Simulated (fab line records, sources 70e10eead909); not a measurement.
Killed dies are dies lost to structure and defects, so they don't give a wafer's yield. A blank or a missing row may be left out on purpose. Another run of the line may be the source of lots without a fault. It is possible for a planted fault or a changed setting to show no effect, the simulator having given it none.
Matching of chambers | flow nand_harc | rie_diel-06 running NHARC_A_ZERO_WELL_DESCUM_12: 4 sister chambers
The step chemistry O2, time 3 s. 4 wafers are shown with their chamber, then 7 later ones without.

WAFERS PAIRED WITH THEIR CHAMBERS
wafer  | chamber | drypump_motor_current_A (A)
L404.1 | 0       | 6.3
L404.2 | 2       | 4.7
L416.2 | 1       | 4.9
L416.3 | 3       | 6.7

WAFERS WITH NO CHAMBER GIVEN
wafer  | drypump_motor_current_A (A)
L416.6 | 4.7
L415.1 | 6.4
L415.4 | 4.9
L415.5 | 4.8
L418.1 | 4.9
L418.2 | 6.7
L418.4 | 6.3

CHAMBER TAKEN BY EACH
wafer  | from the rows above     | in truth
L416.6 | 2                       | 2
L415.1 | 0                       | 0
L415.4 | 1                       | 1
L415.5 | can't be placed: 2 or 1 | 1
L418.1 | 1                       | 1
L418.2 | 3                       | 3
L418.4 | 0                       | 0
Correctly placed: 6 of 7. Cannot be placed on the basis of these rows: 1; the candidates contain the true chamber in 1. Wrongly placed: 0.
How it was worked out, from the rows above alone: a wafer's distance from a chamber is the root of the sum, over the readings, of the square of ((its reading less the chamber's mean) divided by the reading's scatter). If the next closest chamber is less than 2 further off than the closest, the wafer can't be placed; otherwise it belongs to the closest. The mean given for a chamber averages the wafers shown for that chamber. The scatter: root of mean squared gap, hidden wafer to nearest shown wafer, with one shown wafer a chamber.
